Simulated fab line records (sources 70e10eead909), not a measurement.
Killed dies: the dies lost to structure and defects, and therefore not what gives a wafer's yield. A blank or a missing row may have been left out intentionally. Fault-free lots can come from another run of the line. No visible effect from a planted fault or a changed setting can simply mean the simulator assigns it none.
Check of tool commonality || flow nand_harc || 2 lots and 6 wafers in the sample

== WHAT PROMPTED THE OPENING ==
On 2 of the 2 lots, a flag is raised at NHARC_END_SORT_01 on the reading killed_dies. Fault-free wafers read 32, with a standard deviation of 8.7.
Rule: a lot is flagged in two cases, either no wafer of it has a number, or all its wafers with numbers fall more than 4 standard deviations from that mean. The other lots count as sound.

{"lot": "L196", "measured": "day 23 02:01", "on": "prober-01", "killed_dies, wafer by wafer": "113 127 125", "flag": "FLAGGED"}
{"lot": "L198", "measured": "day 23 13:19", "on": "prober-01", "killed_dies, wafer by wafer": "120 118 114", "flag": "FLAGGED"}
On average the flagged lots' numbers are 120, which is +88 against the usual, or +10 standard deviations.

== LOT BY LOT: THE TOOL USED ==
Before the reading, the record contains 4 process steps out of a 1159-step route. Each cell gives the tool, then ch followed by the chambers the sampled wafers passed through, then the start.
{"lot": "L196", "flag": "FLAGGED", "NHARC_A_STAIRCASE_ETCH_15": "rie_diel-08 ch 0,1,3, day 14 17:05", "NHARC_A_M1_ETCH_28": "rie_diel-05 ch 0,2,3, day 21 21:32 or earlier", "NHARC_A_BONDPAD_PRE_CLEAN_26": "pvd_sputter-02, day 21 21:32 or earlier", "NHARC_A_BONDPAD_CMP_19": "cmp-03 ch 1,3, day 21 21:32"}
{"lot": "L198", "flag": "FLAGGED", "NHARC_A_STAIRCASE_ETCH_15": "rie_diel-08 ch 2,3, day 15 07:48", "NHARC_A_M1_ETCH_28": "rie_diel-09 ch 1,2,3, day 22 03:46 or earlier", "NHARC_A_BONDPAD_PRE_CLEAN_26": "pvd_sputter-03, day 22 03:46 or earlier", "NHARC_A_BONDPAD_CMP_19": "cmp-01 ch 0,1,2, day 22 03:46"}
These steps, and what they do:
- NHARC_A_STAIRCASE_ETCH_15: etches the open film in C4F8/O2, target depth 100 nm, time 40.5 s.
- NHARC_A_M1_ETCH_28: etches the open film in CF4/N2, target depth 30 nm, time 72.99 s.
- NHARC_A_BONDPAD_PRE_CLEAN_26: time 30 s.
- NHARC_A_BONDPAD_CMP_19: polishes, t overpolish 30 s, cu recess touch 16 s, target thk 169.8 nm.
- NHARC_END_SORT_01

== FLAGGED AGAINST TOTAL, ONE TOOL AT A TIME (gauges that did the reading follow at the end) ==
{"step": "NHARC_A_STAIRCASE_ETCH_15", "tool": "rie_diel-08", "lots run": 2, "flagged": 2, "share of the flagged lots": "all", "sound lots run after its first flagged lot": 0}
{"step": "NHARC_A_M1_ETCH_28", "tool": "rie_diel-05", "lots run": 1, "flagged": 1, "share of the flagged lots": "some", "sound lots run after its first flagged lot": 0}
{"step": "NHARC_A_M1_ETCH_28", "tool": "rie_diel-09", "lots run": 1, "flagged": 1, "share of the flagged lots": "some", "sound lots run after its first flagged lot": 0}
{"step": "NHARC_A_BONDPAD_PRE_CLEAN_26", "tool": "pvd_sputter-02", "lots run": 1, "flagged": 1, "share of the flagged lots": "some", "sound lots run after its first flagged lot": 0}
{"step": "NHARC_A_BONDPAD_PRE_CLEAN_26", "tool": "pvd_sputter-03", "lots run": 1, "flagged": 1, "share of the flagged lots": "some", "sound lots run after its first flagged lot": 0}
{"step": "NHARC_A_BONDPAD_CMP_19", "tool": "cmp-01", "lots run": 1, "flagged": 1, "share of the flagged lots": "some", "sound lots run after its first flagged lot": 0}
{"step": "NHARC_A_BONDPAD_CMP_19", "tool": "cmp-03", "lots run": 1, "flagged": 1, "share of the flagged lots": "some", "sound lots run after its first flagged lot": 0}
{"step": "NHARC_END_SORT_01", "tool": "prober-01", "lots run": 2, "flagged": 2, "share of the flagged lots": "all", "sound lots run after its first flagged lot": 0}
NHARC_A_M1_ETCH_28: start missing for some lots; hours and lot order therefore follow NHARC_A_BONDPAD_CMP_19. NHARC_A_BONDPAD_PRE_CLEAN_26: start missing for some lots; hours and lot order therefore follow NHARC_A_BONDPAD_CMP_19.

== WHAT THE TABLE ALLOWS ==
Every flagged lot went through 2 rows of the table: rie_diel-08 at NHARC_A_STAIRCASE_ETCH_15 and prober-01 at NHARC_END_SORT_01.
- rie_diel-08 at NHARC_A_STAIRCASE_ETCH_15 ran 2 lots, 2 of them flagged. With no sound lot run before its first flagged lot in this sample, there is nothing to narrow down the start.
- prober-01 at NHARC_END_SORT_01 ran 2 lots, 2 of them flagged. With no sound lot run before its first flagged lot in this sample, there is nothing to narrow down the start.
Because each of these 2 tools fits a fault that began at some hour, counting lots does not separate them. More lots, or a look at what each step does to the wafer, might.

== WHAT THE SIMULATOR PUT IN ==
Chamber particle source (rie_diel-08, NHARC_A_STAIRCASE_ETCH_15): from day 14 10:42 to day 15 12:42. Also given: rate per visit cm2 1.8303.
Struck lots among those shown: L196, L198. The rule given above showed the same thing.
